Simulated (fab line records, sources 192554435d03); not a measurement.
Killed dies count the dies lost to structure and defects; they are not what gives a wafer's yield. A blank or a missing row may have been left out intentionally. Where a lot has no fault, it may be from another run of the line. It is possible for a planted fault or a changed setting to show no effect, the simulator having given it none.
fab line records	flow n5-finfet
[record] lots = 24	wafers = 72	last-day = 17
route steps=1938 shown BEOL_M10@1505 BEOL_M11@1540
lots untouched by any fault: they come from a run of this same line in which no faults occurred
start-h: hours from the record's first day to the start of the lot's first wafer shown	wait-h: time in hours since the lot's previous step	" identical to the entry in the row above	L1.1+2: a single row standing in for several wafers	- no value, or no start was given	* or withheld: withheld	< > ~ a bound
route shown NAME@n: a module of which the file shows steps, and the number in the route of the first	usual: average and standard deviation across the fault-free wafers	same: alike in all rows	chamber/n: place in a boat	sites: per-site readings	_std_site: their standard deviation	_edge_site: outer sites' mean less inner sites'	radius-mm: for every site, how far away it sits from the centre of the wafer	mask NAME#n: copy n	behind: tool/chamber where the wafer was last shaped	hold: cause of the lot's hold/its duration in hours/its outcome	device: whichever transistor did not switch (one of n, p or np)	end of line: the route-end tests of the same wafers	a step given without rows: its recipe and nothing more	killed: not the wafer's yield, but the dies lost to structure and defects at the first sort	map: the dies of a wafer, with x for killed, . for not killed, _ for no die there
set.NAME: the setting as run; set.NAME@STEP: as run at that earlier step	model.NAME: the simulator's own value behind a step, which no gauge read
a sample of lots followed through the steps of the route, with each step as a table and each wafer as a row
services: a tool's chamber out of use, with start hour (start-h, from the record's first day; less than 0 if before it), hours out, and reason
[[steps]]
[step N5_BEOL_M10_DESCUM_33]
[recipe] chemistry = O2	time-s = 7.9	source-power-w = 50	bias-power-w = 20	pressure-mtorr = 20	rf-frequency-hz = 2.712e+07	temp-c = 40	resist = CAR-ArF	o2-flow-sccm = 225
[usual] chamber-pressure-mTorr = 20.000/0.018	drypump-motor-current-A = 5.9/0.37	oes-product-au = 0.82/0.083	rf-vpp-V = 243.3/1.1	showerhead-plenum-p-Torr = 2.11/0.048	throttle-valve-pct = 20.47/0.29
lot.wafer	tool	chamber	start-h	wait-h	chamber-pressure-mTorr	drypump-motor-current-A	oes-product-au	rf-hours-counter-h	rf-vpp-V	showerhead-plenum-p-Torr	throttle-valve-pct
L074.1	rie-diel-04	3	213.77	0.1	19.979	5.2	0.70	245	242.4	2.05	20.77
L074.2	"	0	"	"	20.013	5.9	0.89	31	243.1	2.13	19.91
L074.3	"	1	"	"	20.020	6.6	0.81	74	243.1	2.03	20.37
L075.2	rie-diel-01	3	217.52	0.0	20.016	5.6	0.79	140	243.2	2.11	20.86
L075.3	"	1	"	"	19.976	5.8	0.93	28	243.7	2.14	20.40
L075.6	"	0	"	"	20.014	5.9	0.71	-	241.5	2.00	20.93
L076.2	rie-diel-02	3	229.16	0.5	20.016	5.6	0.69	234	243.8	2.13	20.39
L076.5	"	3	"	"	20.005	5.6	0.68	-	244.7	2.13	20.38
L076.6	"	0	"	"	19.973	5.9	0.74	-	242.9	2.09	20.72
L077.1	rie-diel-01	3	229.22	0.4	19.995	5.6	0.79	144	242.8	2.11	20.87
L077.2	"	1	"	"	20.003	5.8	0.92	33	243.3	2.14	20.40
L077.5	"	2	"	"	19.998	6.5	0.91	-	243.1	2.12	20.06
L078.2	rie-diel-02	1	234.92	0.3	19.983	6.3	0.85	55	244.5	2.14	20.57
L078.4	"	0	"	"	19.991	5.9	0.74	-	242.9	2.09	20.72
L078.6	"	1	"	"	19.970	6.3	0.85	-	243.6	2.14	20.56
L079.1	rie-diel-04	1	243.52	0.1	19.988	6.6	0.80	87	241.6	2.03	20.40
L079.2	"	2	"	"	20.039	5.4	0.97	4	243.1	2.16	20.53
L079.4	"	1	"	"	20.021	6.6	0.80	-	240.4	2.03	20.39
L080.2	rie-diel-02	1	244.06	0.4	20.029	6.3	0.84	60	243.2	2.14	20.57
L080.3	"	0	"	"	19.995	5.9	0.74	187	242.5	2.09	20.71
L080.6	"	3	"	"	20.001	5.7	0.68	-	243.8	2.13	20.41
L082.2	rie-diel-04	2	259.59	0.3	19.974	5.4	0.96	10	243.3	2.16	20.53
L082.3	"	0	"	"	19.989	5.9	0.88	51	242.7	2.12	19.93
L082.6	"	2	"	"	19.988	5.4	0.95	-	243.2	2.16	20.53
L081.1	rie-diel-02	2	264.34	0.0	20.005	6.0	0.78	120	242.3	2.12	20.24
L081.3	"	0	"	"	20.026	5.9	0.74	196	242.5	2.09	20.72
L081.6	"	0	"	"	19.981	5.9	0.74	-	242.2	2.08	20.74
L083.3	rie-diel-02	2	264.80	0.3	20.015	6.0	0.77	120	243.6	2.12	20.22
L083.4	"	1	"	"	20.005	6.3	0.82	-	243.0	2.13	20.59
L083.5	"	0	"	"	19.991	5.9	0.72	-	243.8	2.09	20.75
L084.1	rie-diel-01	2	273.84	0.0	19.986	6.5	0.88	37	245.3	2.12	20.09
L084.2	"	0	"	"	20.030	5.9	0.70	248	240.6	1.99	20.97
L084.4	"	3	"	"	20.001	5.6	0.77	159	243.0	2.11	20.90
L086.2	rie-diel-01	2	276.42	0.0	20.018	6.5	0.89	38	244.8	2.12	20.11
L086.3	"	0	"	"	19.985	5.9	0.69	249	240.3	1.99	20.97
L086.4	"	1	"	"	19.979	5.8	0.89	50	244.1	2.13	20.41
L085.1	rie-diel-01	1	293.07	0.0	20.007	5.8	0.89	57	242.2	2.13	20.43
L085.4	"	2	"	"	19.987	6.5	0.86	-	244.6	2.11	20.10
L085.5	"	3	"	"	20.031	5.6	0.77	-	242.8	2.10	20.92
L087.4	rie-diel-04	0	293.24	0.0	19.997	5.9	0.85	64	243.8	2.12	19.97
L087.5	"	2	"	"	19.982	5.4	0.93	-	245.5	2.16	20.55
L087.6	"	1	"	"	19.978	6.6	0.77	-	242.3	2.02	20.44
L088.2	rie-diel-04	1	296.32	0.0	19.986	6.6	0.77	108	243.6	2.02	20.45
L088.4	"	0	"	"	19.964	5.9	0.85	66	243.6	2.12	19.96
L088.6	"	1	"	"	20.011	6.6	0.76	-	242.7	2.02	20.43
L089.2	rie-diel-02	3	296.37	0.0	20.010	5.6	0.98	4	245.0	2.13	20.05
L089.3	"	1	"	"	20.019	6.3	0.82	80	244.3	2.13	20.60
L089.6	"	2	"	"	20.014	6.0	0.76	-	243.6	2.11	20.26
L090.4	rie-diel-02	1	315.18	0.2	20.004	6.3	0.81	87	242.4	2.13	20.60
L090.5	"	3	"	"	19.977	5.6	0.96	-	243.0	2.12	20.06
L090.6	"	2	"	"	20.006	6.0	0.76	-	242.0	2.11	20.26
L091.1	rie-diel-01	2	321.52	0.0	20.035	6.4	0.85	58	244.1	2.11	20.12
L091.4	"	0	"	"	19.991	5.9	0.98	3	245.0	2.26	20.62
L091.5	"	2	"	"	20.008	6.5	0.85	-	243.5	2.11	20.12
L092.1	rie-diel-01	2	326.99	0.0	19.995	6.5	0.85	59	244.4	2.11	20.13
L092.2	"	1	"	"	19.981	5.8	0.86	72	243.8	2.12	20.46
L092.4	"	3	"	"	20.015	5.6	0.75	179	242.8	2.10	20.93
L093.1	rie-diel-04	0	327.76	0.6	20.000	5.9	0.82	77	242.7	2.11	19.99
L093.3	"	3	"	"	19.979	5.2	0.88	29	243.0	2.04	20.56
L093.4	"	2	"	"	19.977	5.4	0.89	31	243.5	2.15	20.56
L094.4	rie-diel-01	0	337.49	0.1	20.019	5.9	0.96	8	246.9	2.25	20.63
L094.5	"	3	"	"	20.022	5.6	0.75	-	241.7	2.10	20.95
L094.6	"	0	"	"	20.011	5.9	0.96	-	244.2	2.25	20.64
L095.2	rie-diel-02	2	341.29	0.0	20.016	6.0	0.75	147	242.8	2.11	20.27
L095.3	"	3	"	"	20.018	5.6	0.94	19	244.4	2.12	20.08
L095.5	"	1	"	"	20.009	6.3	0.79	-	244.3	2.12	20.64
L097.3	rie-diel-01	3	351.01	0.0	19.994	5.6	0.75	187	243.1	2.10	20.95
L097.4	"	2	"	"	19.999	6.4	0.84	66	242.2	2.11	20.15
L097.6	"	1	"	"	20.021	5.8	0.85	-	243.1	2.12	20.46
L096.1	rie-diel-02	1	353.46	0.0	20.019	6.3	0.80	100	243.9	2.12	20.63
L096.2	"	3	"	"	19.984	5.6	0.91	23	242.8	2.12	20.09
L096.3	"	0	"	"	19.995	5.9	0.70	229	243.8	2.07	20.77
[step N5_BEOL_M10_ETCH_65]
[recipe] chemistry = CF4	target = SiARC	target-depth-a = 390	mask-material = CAR-ArF	time-s = 65	ion-energy-ev = 80	pressure-mtorr = 40	source-w = 545	bias-w = 36	Ar_flow_sccm = 100	cf4-flow-sccm = 100	ends = cleared
[usual] chamber-pressure-mTorr = 40.00/0.033	drypump-motor-current-A = 5.9/0.37	etch-rf-on-time-s = 64.8/1.3	oes-product-au = 0.70/0.07	rf-vpp-V = 184.3/0.99	showerhead-plenum-p-Torr = 2.15/0.049	throttle-valve-pct = 15.61/0.25
lot.wafer	tool	chamber	start-h	wait-h	chamber-pressure-mTorr	drypump-motor-current-A	etch-rf-on-time-s	oes-product-au	rf-hours-counter-h	rf-vpp-V	showerhead-plenum-p-Torr	throttle-valve-pct
L074.1	rie-diel-04	3	213.81	0.0	39.96	5.2	67.0	0.59	245	184.2	2.11	16.08
L074.2	"	0	"	"	39.99	5.9	63.0	0.77	31	184.4	2.17	15.04
L074.3	"	1	"	"	39.96	6.6	66.5	0.71	74	184.1	2.07	15.52
L075.2	rie-diel-01	3	217.55	0.0	40.01	5.6	62.7	0.68	140	182.8	2.16	15.97
L075.3	"	1	"	"	39.96	5.8	64.4	0.79	28	185.9	2.18	15.40
L075.6	"	0	"	"	39.98	6.0	68.3	0.59	-	182.9	2.03	16.01
L076.2	rie-diel-02	3	229.20	0.0	39.98	5.6	65.7	0.59	234	185.0	2.20	15.79
L076.5	"	3	"	"	40.00	5.6	65.8	0.60	-	185.5	2.20	15.78
L076.6	"	0	"	"	40.02	5.9	63.1	0.63	-	183.7	2.12	15.73
L077.1	rie-diel-01	3	229.25	0.0	40.01	5.6	62.9	0.67	144	185.0	2.16	15.98
L077.2	"	1	"	"	39.96	5.8	64.4	0.78	33	183.9	2.18	15.43
L077.5	"	2	"	"	39.96	6.4	65.0	0.78	-	184.0	2.19	15.32
L078.2	rie-diel-02	1	234.96	0.0	39.93	6.3	62.7	0.72	55	185.7	2.18	15.69
L078.4	"	0	"	"	39.97	5.9	63.3	0.64	-	183.3	2.12	15.76
L078.6	"	1	"	"	39.95	6.3	63.7	0.72	-	185.8	2.18	15.68
L079.1	rie-diel-04	1	243.55	0.0	40.04	6.6	65.3	0.69	87	182.7	2.07	15.54
L079.2	"	2	"	"	40.00	5.4	63.8	0.84	5	187.0	2.21	15.53
L079.4	"	1	"	"	39.99	6.6	65.2	0.69	-	183.9	2.07	15.56
L080.2	rie-diel-02	1	244.10	0.0	39.98	6.3	63.7	0.71	60	183.2	2.18	15.69
L080.3	"	0	"	"	39.96	5.9	63.3	0.63	187	184.1	2.11	15.74
L080.6	"	3	"	"	40.08	5.7	66.0	0.59	-	185.5	2.20	15.79
L082.2	rie-diel-04	2	259.62	0.0	39.98	5.4	64.2	0.82	10	184.5	2.20	15.55
L082.3	"	0	"	"	39.97	5.8	62.8	0.74	51	184.1	2.16	15.09
L082.6	"	2	"	"	40.03	5.4	63.8	0.82	-	185.8	2.20	15.55
L081.1	rie-diel-02	2	264.37	0.0	40.03	6.0	65.2	0.65	120	183.8	2.16	15.46
L081.3	"	0	"	"	39.98	5.9	63.9	0.63	196	184.3	2.11	15.78
L081.6	"	0	"	"	39.95	5.9	63.8	0.62	-	184.5	2.11	15.77
L083.3	rie-diel-02	2	264.84	0.0	40.01	6.0	65.2	0.66	120	184.5	2.16	15.45
L083.4	"	1	"	"	40.00	6.3	64.7	0.70	-	184.1	2.17	15.70
L083.5	"	0	"	"	40.01	5.9	64.1	0.62	-	184.7	2.11	15.78
L084.1	rie-diel-01	2	273.88	0.0	40.02	6.4	64.7	0.77	37	183.6	2.18	15.34
L084.2	"	0	"	"	40.00	5.9	68.4	0.58	248	182.9	2.02	16.06
L084.4	"	3	"	"	39.95	5.6	63.3	0.66	159	184.7	2.15	16.01
L086.2	rie-diel-01	2	276.45	0.0	39.97	6.5	66.1	0.74	38	184.4	2.18	15.36
L086.3	"	0	"	"	40.03	5.9	69.0	0.58	249	181.8	2.02	16.06
L086.4	"	1	"	"	40.08	5.8	65.4	0.74	50	182.1	2.17	15.47
L085.1	rie-diel-01	1	293.11	0.0	39.99	5.8	64.4	0.75	57	183.6	2.17	15.48
L085.4	"	2	"	"	39.98	6.5	65.4	0.74	-	185.8	2.18	15.36
L085.5	"	3	"	"	39.95	5.6	63.4	0.66	-	184.3	2.15	16.02
L087.4	rie-diel-04	0	293.27	0.0	39.93	5.9	63.2	0.73	64	182.8	2.16	15.11
L087.5	"	2	"	"	40.01	5.4	64.4	0.79	-	183.9	2.20	15.57
L087.6	"	1	"	"	40.04	6.6	67.0	0.66	-	182.5	2.06	15.58
L088.2	rie-diel-04	1	296.36	0.0	39.93	6.6	66.3	0.67	108	184.5	2.06	15.58
L088.4	"	0	"	"	40.02	5.9	63.5	0.72	66	184.3	2.16	15.11
L088.6	"	1	"	"	39.99	6.5	66.5	0.66	-	184.7	2.06	15.57
L089.2	rie-diel-02	3	296.40	0.0	39.93	5.6	64.7	0.83	4	184.9	2.20	15.33
L089.3	"	1	"	"	40.02	6.3	64.8	0.69	80	186.3	2.17	15.71
L089.6	"	2	"	"	39.96	6.0	65.8	0.65	-	183.9	2.16	15.47
L090.4	rie-diel-02	1	315.21	0.0	40.02	6.3	64.5	0.68	87	183.7	2.17	15.76
L090.5	"	3	"	"	39.99	5.6	63.9	0.81	-	183.2	2.19	15.35
L090.6	"	2	"	"	40.09	6.0	65.9	0.64	-	184.6	2.16	15.49
L091.1	rie-diel-01	2	321.55	0.0	39.93	6.4	66.1	0.72	58	184.6	2.17	15.39
L091.4	"	0	"	"	39.97	5.9	66.7	0.81	3	185.0	2.28	15.58
L091.5	"	2	"	"	40.04	6.4	65.4	0.73	-	183.9	2.17	15.39
L092.1	rie-diel-01	2	327.02	0.0	39.97	6.5	65.8	0.72	59	185.2	2.17	15.40
L092.2	"	1	"	"	40.02	5.8	64.9	0.72	72	185.3	2.17	15.53
L092.4	"	3	"	"	40.04	5.6	64.0	0.65	179	185.5	2.14	16.03
L093.1	rie-diel-04	0	327.80	0.0	40.01	5.8	63.4	0.72	77	183.2	2.16	15.13
L093.3	"	3	"	"	39.96	5.2	66.0	0.76	29	183.3	2.09	15.68
L093.4	"	2	"	"	40.00	5.4	64.7	0.76	31	185.1	2.20	15.59
L094.4	rie-diel-01	0	337.52	0.0	39.97	5.9	66.4	0.79	8	186.6	2.27	15.58
L094.5	"	3	"	"	40.02	5.6	63.8	0.64	-	183.4	2.14	16.05
L094.6	"	0	"	"	40.03	5.9	66.2	0.80	-	185.8	2.27	15.59
L095.2	rie-diel-02	2	341.33	0.0	40.01	6.0	64.8	0.63	147	184.3	2.15	15.48
L095.3	"	3	"	"	40.01	5.6	63.7	0.79	19	183.8	2.19	15.36
L095.5	"	1	"	"	40.02	6.3	63.8	0.67	-	184.2	2.17	15.76
L097.3	rie-diel-01	3	351.05	0.0	39.99	5.6	63.8	0.64	187	183.7	2.14	16.06
L097.4	"	2	"	"	40.02	6.4	66.5	0.71	66	184.0	2.17	15.41
L097.6	"	1	"	"	39.95	5.8	64.9	0.72	-	183.6	2.16	15.53
L096.1	rie-diel-02	1	353.50	0.0	40.01	6.3	64.1	0.67	100	184.0	2.16	15.76
L096.2	"	3	"	"	40.00	5.7	64.5	0.78	23	184.8	2.19	15.38
L096.3	"	0	"	"	40.01	5.9	64.0	0.60	229	182.2	2.10	15.83
[step N5_BEOL_M10_SURFACE_TREAT_76]
[recipe] gas = Ar	time-s = *	ion-energy-ev = *	ion-current-ma-cm2 = 0.5	pressure-mtorr = *	ar-flow-sccm = 30
[usual] pressure-mtorr = *	throttle-valve-pct = *
lot.wafer	tool	chamber	start-h	wait-h	pressure-mtorr	throttle-valve-pct
L074.1	pvd-sputter-02	-	215.40	0.2	*	*
L074.2	"	-	"	"	*	*
L074.3	"	-	"	"	*	*
L075.2	pvd-sputter-01	-	219.40	0.4	*	*
L075.3	"	-	"	"	*	*
L075.6	"	-	"	"	*	*
L076.2	pvd-sputter-03	-	232.99	0.2	*	*
L076.5	"	-	"	"	*	*
L076.6	"	-	"	"	*	*
L077.1	pvd-sputter-03	-	233.19	0.2	*	*
L077.2	"	-	"	"	*	*
L077.5	"	-	"	"	*	*
L078.2	pvd-sputter-03	-	238.05	1.4	*	*
L078.4	"	-	"	"	*	*
L078.6	"	-	"	"	*	*
L079.1	pvd-sputter-02	-	245.37	0.2	*	*
L079.2	"	-	"	"	*	*
L079.4	"	-	"	"	*	*
L080.2	pvd-sputter-03	-	247.19	0.2	*	*
L080.3	"	-	"	"	*	*
L080.6	"	-	"	"	*	*
L082.2	pvd-sputter-02	-	261.27	0.3	*	*
L082.3	"	-	"	"	*	*
L082.6	"	-	"	"	*	*
L081.1	pvd-sputter-02	-	266.43	0.4	*	*
L081.3	"	-	"	"	*	*
L081.6	"	-	"	"	*	*
L083.3	pvd-sputter-02	-	266.51	0.4	*	*
L083.4	"	-	"	"	*	*
L083.5	"	-	"	"	*	*
L084.1	pvd-sputter-02	-	275.39	0.2	*	*
L084.2	"	-	"	"	*	*
L084.4	"	-	"	"	*	*
L086.2	pvd-sputter-01	-	277.85	0.2	*	*
L086.3	"	-	"	"	*	*
L086.4	"	-	"	"	*	*
L085.1	pvd-sputter-02	-	294.69	0.2	*	*
L085.4	"	-	"	"	*	*
L085.5	"	-	"	"	*	*
L087.4	pvd-sputter-02	-	295.03	0.2	*	*
L087.5	"	-	"	"	*	*
L087.6	"	-	"	"	*	*
L088.2	pvd-sputter-02	-	297.89	0.2	*	*
L088.4	"	-	"	"	*	*
L088.6	"	-	"	"	*	*
L089.2	pvd-sputter-03	-	298.77	1.1	*	*
L089.3	"	-	"	"	*	*
L089.6	"	-	"	"	*	*
L090.4	pvd-sputter-03	-	317.05	0.2	*	*
L090.5	"	-	"	"	*	*
L090.6	"	-	"	"	*	*
L091.1	pvd-sputter-03	-	323.35	0.3	*	*
L091.4	"	-	"	"	*	*
L091.5	"	-	"	"	*	*
L092.1	pvd-sputter-01	-	328.61	0.2	*	*
L092.2	"	-	"	"	*	*
L092.4	"	-	"	"	*	*
L093.1	pvd-sputter-02	-	330.22	0.8	*	*
L093.3	"	-	"	"	*	*
L093.4	"	-	"	"	*	*
L094.4	pvd-sputter-03	-	339.56	0.2	*	*
L094.5	"	-	"	"	*	*
L094.6	"	-	"	"	*	*
L095.2	pvd-sputter-01	-	342.87	0.2	*	*
L095.3	"	-	"	"	*	*
L095.5	"	-	"	"	*	*
L097.3	pvd-sputter-01	-	352.96	0.2	*	*
L097.4	"	-	"	"	*	*
L097.6	"	-	"	"	*	*
L096.1	pvd-sputter-02	-	356.40	0.2	*	*
L096.2	"	-	"	"	*	*
L096.3	"	-	"	"	*	*
[step N5_BEOL_M11_HM_DEP_02]
[recipe] material = TiN	target-thk-a = 200	temp-c = 25	chamber-pressure-pa = 0.49996
[usual] throttle-valve-pct = 29.8/0.98
lot.wafer	tool	chamber	start-h	wait-h	throttle-valve-pct
L074.1	pvd-sputter-02	-	218.55	1.0	28.7
L074.2	"	-	"	"	30.2
L074.3	"	-	"	"	28.8
L075.2	pvd-sputter-02	-	223.07	1.1	28.6
L075.3	"	-	"	"	28.7
L075.6	"	-	"	"	28.5
L077.1	pvd-sputter-03	-	235.43	0.3	30.2
L077.2	"	-	"	"	28.9
L077.5	"	-	"	"	30.2
L076.2	pvd-sputter-02	-	235.94	0.4	31.3
L076.5	"	-	"	"	28.7
L076.6	"	-	"	"	30.1
L078.2	pvd-sputter-03	-	241.87	1.5	30.5
L078.4	"	-	"	"	30.1
L078.6	"	-	"	"	30.4
L079.1	pvd-sputter-01	-	248.29	0.1	31.0
L079.2	"	-	"	"	29.7
L079.4	"	-	"	"	30.5
L080.2	pvd-sputter-02	-	249.71	0.0	28.4
L080.3	"	-	"	"	28.9
L080.6	"	-	"	"	31.4
L082.2	pvd-sputter-03	-	264.96	1.8	30.7
L082.3	"	-	"	"	29.7
L082.6	"	-	"	"	30.1
L083.3	pvd-sputter-03	-	269.06	0.0	30.5
L083.4	"	-	"	"	30.3
L083.5	"	-	"	"	30.5
L081.1	pvd-sputter-02	-	269.16	0.1	28.6
L081.3	"	-	"	"	31.3
L081.6	"	-	"	"	28.8
L084.1	pvd-sputter-03	-	280.76	1.7	30.3
L084.2	"	-	"	"	29.0
L084.4	"	-	"	"	30.5
L086.2	pvd-sputter-03	-	281.26	1.6	29.2
L086.3	"	-	"	"	30.7
L086.4	"	-	"	"	30.1
L085.1	pvd-sputter-03	-	296.83	0.2	30.6
L085.4	"	-	"	"	29.2
L085.5	"	-	"	"	30.0
L087.4	pvd-sputter-02	-	297.71	0.6	31.4
L087.5	"	-	"	"	28.7
L087.6	"	-	"	"	30.2
L088.2	pvd-sputter-01	-	300.65	0.1	28.0
L088.4	"	-	"	"	30.8
L088.6	"	-	"	"	30.0
L089.2	pvd-sputter-01	-	302.99	2.2	31.1
L089.3	"	-	"	"	30.7
L089.6	"	-	"	"	29.9
L090.4	pvd-sputter-01	-	319.79	0.6	31.1
L090.5	"	-	"	"	28.0
L090.6	"	-	"	"	31.0
L091.1	pvd-sputter-01	-	327.89	2.6	29.7
L091.4	"	-	"	"	29.9
L091.5	"	-	"	"	30.8
L092.1	pvd-sputter-01	-	331.67	1.0	30.4
L092.2	"	-	"	"	27.7
L092.4	"	-	"	"	30.7
L093.1	pvd-sputter-03	-	334.71	1.6	30.1
L093.3	"	-	"	"	30.6
L093.4	"	-	"	"	29.2
L094.4	pvd-sputter-01	-	342.51	0.3	31.0
L094.5	"	-	"	"	30.4
L094.6	"	-	"	"	29.8
L095.2	pvd-sputter-01	-	345.66	0.9	28.0
L095.3	"	-	"	"	30.8
L095.5	"	-	"	"	29.8
L097.3	pvd-sputter-02	-	356.20	1.3	30.4
L097.4	"	-	"	"	28.8
L097.6	"	-	"	"	28.8
L096.1	pvd-sputter-02	-	359.54	0.5	30.2
L096.2	"	-	"	"	31.5
L096.3	"	-	"	"	28.6
[step N5_BEOL_M11_OVL_MEAS_12]
[recipe] points-per-wafer = 44
[usual] M11_OVL = -0.1/0.85
lot.wafer	tool	chamber	start-h	wait-h	M11_OVL[nm]
L074.1	overlay-01	0	219.08	0.0	-0.1
L074.2	"	0	"	"	-0.7
L074.3	"	0	"	"	-1.1
L075.2	overlay-01	0	223.60	0.0	0.6
L075.3	"	0	"	"	0.8
L075.6	"	0	"	"	0.3
L077.1	overlay-02	0	235.97	0.0	-0.7
L077.2	"	0	"	"	-1.7
L077.5	"	0	"	"	-1.4
L076.2	overlay-02	0	236.48	0.0	0.8
L076.5	"	0	"	"	-0.7
L076.6	"	0	"	"	0.0
L078.2	overlay-02	0	242.40	0.0	0.7
L078.4	"	0	"	"	-0.6
L078.6	"	0	"	"	0.0
L079.1	overlay-02	0	248.70	0.0	-0.3
L079.2	"	0	"	"	-0.8
L079.4	"	0	"	"	-0.1
L080.2	overlay-02	0	250.13	0.0	-1.6
L080.3	"	0	"	"	-1.0
L080.6	"	0	"	"	-1.1
L082.2	overlay-01	0	265.49	0.0	1.3
L082.3	"	0	"	"	1.2
L082.6	"	0	"	"	0.7
L083.3	overlay-02	0	269.59	0.0	1.6
L083.4	"	0	"	"	-0.3
L083.5	"	0	"	"	0.7
L081.1	overlay-02	0	269.75	0.0	-0.1
L081.3	"	0	"	"	0.8
L081.6	"	0	"	"	0.8
L084.1	overlay-01	0	281.16	0.0	-0.7
L084.2	"	0	"	"	-0.5
L084.4	"	0	"	"	0.1
L086.2	overlay-02	0	281.79	0.0	-0.7
L086.3	"	0	"	"	0.1
L086.4	"	0	"	"	-0.3
L085.1	overlay-02	0	297.36	0.0	0.6
L085.4	"	0	"	"	-0.8
L085.5	"	0	"	"	0.8
L087.4	overlay-01	0	298.12	0.0	-0.7
L087.5	"	0	"	"	-1.3
L087.6	"	0	"	"	-0.7
L088.2	overlay-01	0	301.18	0.0	1.0
L088.4	"	0	"	"	0.0
L088.6	"	0	"	"	1.0
L089.2	overlay-01	0	303.39	0.0	0.8
L089.3	"	0	"	"	0.1
L089.6	"	0	"	"	-0.3
L090.4	overlay-02	0	320.32	0.0	-2.3
L090.5	"	0	"	"	0.5
L090.6	"	0	"	"	-1.2
L091.1	overlay-01	0	328.29	0.0	0.0
L091.4	"	0	"	"	-1.5
L091.5	"	0	"	"	1.5
L092.1	overlay-01	0	332.20	0.0	0.7
L092.2	"	0	"	"	0.5
L092.4	"	0	"	"	0.3
L093.1	overlay-01	0	335.24	0.0	0.6
L093.3	"	0	"	"	-0.2
L093.4	"	0	"	"	-1.2
L094.4	overlay-01	0	343.04	0.0	-1.3
L094.5	"	0	"	"	-1.9
L094.6	"	0	"	"	-1.4
L095.2	overlay-01	0	346.19	0.0	0.5
L095.3	"	0	"	"	-1.4
L095.5	"	0	"	"	-1.1
L097.3	overlay-02	0	356.60	0.0	1.1
L097.4	"	0	"	"	-0.2
L097.6	"	0	"	"	0.0
L096.1	overlay-01	0	360.12	0.1	0.2
L096.2	"	0	"	"	1.0
L096.3	"	0	"	"	0.0
[step N5_BEOL_M11_INSPECT_30]
[recipe] mode = adi	inspect-instrument = brightfield
[usual] raw-defect-count = 469/130
lot.wafer	tool	chamber	start-h	wait-h	raw-defect-count
L074.1	defect-inspect-01	-	222.04	0.0	339
L074.2	"	-	"	"	393
L074.3	"	-	"	"	554
L075.2	defect-inspect-02	-	225.38	0.0	395
L075.3	"	-	"	"	438
L075.6	"	-	"	"	397
L077.1	defect-inspect-01	-	237.42	0.0	488
L077.2	"	-	"	"	547
L077.5	"	-	"	"	689
L076.2	defect-inspect-01	-	237.46	0.0	708
L076.5	"	-	"	"	866
L076.6	"	-	"	"	894
L078.2	defect-inspect-01	-	243.33	0.0	493
L078.4	"	-	"	"	476
L078.6	"	-	"	"	497
L079.1	defect-inspect-01	-	249.68	0.0	651
L079.2	"	-	"	"	472
L079.4	"	-	"	"	299
L080.2	defect-inspect-01	-	252.73	0.0	406
L080.3	"	-	"	"	462
L080.6	"	-	"	"	387
L082.2	defect-inspect-01	-	266.85	0.0	331
L082.3	"	-	"	"	286
L082.6	"	-	"	"	519
L083.3	defect-inspect-01	-	270.82	0.0	462
L083.4	"	-	"	"	776
L083.5	"	-	"	"	379
L081.1	defect-inspect-02	-	270.99	0.0	367
L081.3	"	-	"	"	447
L081.6	"	-	"	"	373
L084.1	defect-inspect-01	-	282.15	0.0	403
L084.2	"	-	"	"	348
L084.4	"	-	"	"	519
L086.2	defect-inspect-01	-	283.02	0.0	445
L086.3	"	-	"	"	839
L086.4	"	-	"	"	687
L085.1	defect-inspect-01	-	298.53	0.0	488
L085.4	"	-	"	"	497
L085.5	"	-	"	"	576
L087.4	defect-inspect-02	-	299.09	0.0	353
L087.5	"	-	"	"	472
L087.6	"	-	"	"	388
L088.2	defect-inspect-02	-	302.79	0.0	314
L088.4	"	-	"	"	358
L088.6	"	-	"	"	451
L089.2	defect-inspect-01	-	304.67	0.0	372
L089.3	"	-	"	"	356
L089.6	"	-	"	"	416
L090.4	defect-inspect-01	-	321.51	0.0	496
L090.5	"	-	"	"	389
L090.6	"	-	"	"	421
L091.1	defect-inspect-01	-	329.58	0.0	528
L091.4	"	-	"	"	428
L091.5	"	-	"	"	657
L092.1	defect-inspect-01	-	333.82	0.0	449
L092.2	"	-	"	"	230
L092.4	"	-	"	"	476
L093.1	defect-inspect-01	-	337.51	0.0	406
L093.3	"	-	"	"	490
L093.4	"	-	"	"	284
L094.4	defect-inspect-01	-	344.84	0.0	578
L094.5	"	-	"	"	397
L094.6	"	-	"	"	457
L095.2	defect-inspect-02	-	347.59	0.0	434
L095.3	"	-	"	"	449
L095.5	"	-	"	"	377
L097.3	defect-inspect-01	-	358.12	0.0	546
L097.4	"	-	"	"	526
L097.6	"	-	"	"	430
L096.1	defect-inspect-02	-	361.59	0.0	441
L096.2	"	-	"	"	558
L096.3	"	-	"	"	718
[[services]]
tool	chamber	start-h	hours	kind
rie-diel-04	2	220.67	-	clean
rie-diel-04	2	220.67	-	consumable-replace:focus-ring
rie-diel-04	2	220.67	14.0	scheduled-down
rie-diel-04	2	220.67	14.0	vent-cycle
rie-diel-02	2	231.84	21.6	repair
rie-diel-04	3	234.81	-	clean
rie-diel-04	3	234.81	-	consumable-replace:focus-ring
rie-diel-04	3	234.81	14.7	scheduled-down
rie-diel-04	3	234.81	14.7	vent-cycle
rie-diel-02	3	264.19	-	clean
rie-diel-02	3	264.19	-	consumable-replace:focus-ring
rie-diel-02	3	264.19	19.1	scheduled-down
rie-diel-02	3	264.19	19.1	vent-cycle
rie-diel-04	2	265.77	9.3	repair
rie-diel-01	0	286.63	-	clean
rie-diel-01	0	286.63	-	consumable-replace:focus-ring
rie-diel-01	0	286.63	-	consumable-replace:showerhead
rie-diel-01	0	286.63	28.2	scheduled-down
rie-diel-01	0	286.63	28.2	vent-cycle
[[key]]
fault none
